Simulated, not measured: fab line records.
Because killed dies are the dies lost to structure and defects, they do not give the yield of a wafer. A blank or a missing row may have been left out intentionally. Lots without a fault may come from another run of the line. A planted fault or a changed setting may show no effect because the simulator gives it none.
Struck lot and sound lot, side by side	flow n5Finfet	20 steps out of a route of 1938
Sound: the wafers L826.1, L826.2, L826.4. Struck: wafers L830.2, L830.5, L830.6. At the end, the cause is stated.
At each step with rows: each side's tool, then ch and its chambers, then its first start. Under that, the readings that differ: sound wafers	struck wafers	difference of the means	sigmas: that difference in standard deviations of wafers without a fault.
alike: readings with means less than 2 such deviations apart, plus words and numbers identical on both sides. not compared: withheld readings, readings lacking a value on some wafer, bounds such as >300 that could conceal the same value, and numbers that have no deviation in the record and whose values overlap.
The two part at a step that has a row with sigmas, a row that says differs or no value, or rows on one side only. When numbers do not overlap yet have no deviation, they are printed without sigmas and do not part them. A reading that every wafer of one side lacks parts them only if that side has two wafers or more.

first, 1 step without rows for these wafers: N5_WELL_APT_HARDBAKE_12 (time 120 s).
N5_WELL_APT_CD_MEAS_08 targets a cd of 200 nm.
  sound on cdSem-01 ch 0, day 1 13:50; struck on cdSem-01 ch 0, day 2 13:44
  alike: cdNm
N5_WELL_APT_OVL_MEAS_09:
  sound on overlay-02 ch 0, day 1 13:52; struck on overlay-02 ch 0, day 2 13:46
  alike: NWELL_OVL
N5_WELL_APT_INSPECT_10: inspects for defects (macro).
  struck on defectInspect-01, day 2 13:47; sound on defectInspect-02, day 1 13:54
  alike: rawDefectCount
N5_WELL_APT_DESCUM_13: chemistry O2, time 7.9 s.
  sound on rieDiel-05 ch 0,1,3, day 1 14:05; struck on rieDiel-06 ch 2,3, day 2 13:49
  alike: drypumpMotorCurrentA, o2FlowSccm, oesProductAu, rfVppV, showerheadPlenumPTorr, tempC, throttleValvePct
  not compared: rfHoursCounterH
then, 7 steps without rows for these wafers: N5_WELL_APT_IMPLANT_14; N5_WELL_APT_IMPLANT_15; N5_WELL_APT_STRIP_16 (strips in SPM, time 900 s); N5_WELL_APT_HMDS_18 (time 60 s); N5_WELL_APT_COAT_19 (resist thk 950 nm); N5_WELL_APT_EBR_21; N5_WELL_APT_SOFTBAKE_20 (time 60 s).
N5_WELL_APT_EXPOSE_22: exposes mask PWELL, defocus 0 nm, target cd 200 nm.
  sound on krfScanner-01 ch 0, day 1 14:57; struck on krfScanner-02 ch 0, day 2 14:50
reading	sound	struck	difference	sigmas
model.WELL_APT.overlayXNm (nm)	3.191 3.191 3.191	47.08 47.08 47.08	+43.89	
  alike: mask
then, 3 steps without rows for these wafers: N5_WELL_APT_PEB_23 (peb time 90 s); N5_WELL_APT_DEVELOP_24 (develop time 45 s); N5_WELL_APT_HARDBAKE_29 (time 120 s).
N5_WELL_APT_CD_MEAS_25 targets a cd of 200 nm.
  sound on cdSem-01 ch 0, day 1 15:07; struck on cdSem-02 ch 0, day 2 15:00
  alike: cdNm
N5_WELL_APT_OVL_MEAS_26:
  sound on overlay-02 ch 0, day 1 15:10; struck on overlay-02 ch 0, day 2 15:02
reading	sound	struck	difference	sigmas
PWELL_OVL (nm)	-1 -6 0	35 36 38	+39	+6
N5_WELL_APT_INSPECT_27: inspects for defects (macro).
  struck on defectInspect-01, day 2 15:03; sound on defectInspect-01, day 1 15:11
  alike: rawDefectCount
then, 1 step without rows for these wafers: N5_PASSIVATION_PROBE_49.

WHERE THEY PART
Only at N5_WELL_APT_OVL_MEAS_26, within this record. Later steps at which nothing parts them and some readings are alike: N5_WELL_APT_INSPECT_27.

WHY: what had been put in by the simulator
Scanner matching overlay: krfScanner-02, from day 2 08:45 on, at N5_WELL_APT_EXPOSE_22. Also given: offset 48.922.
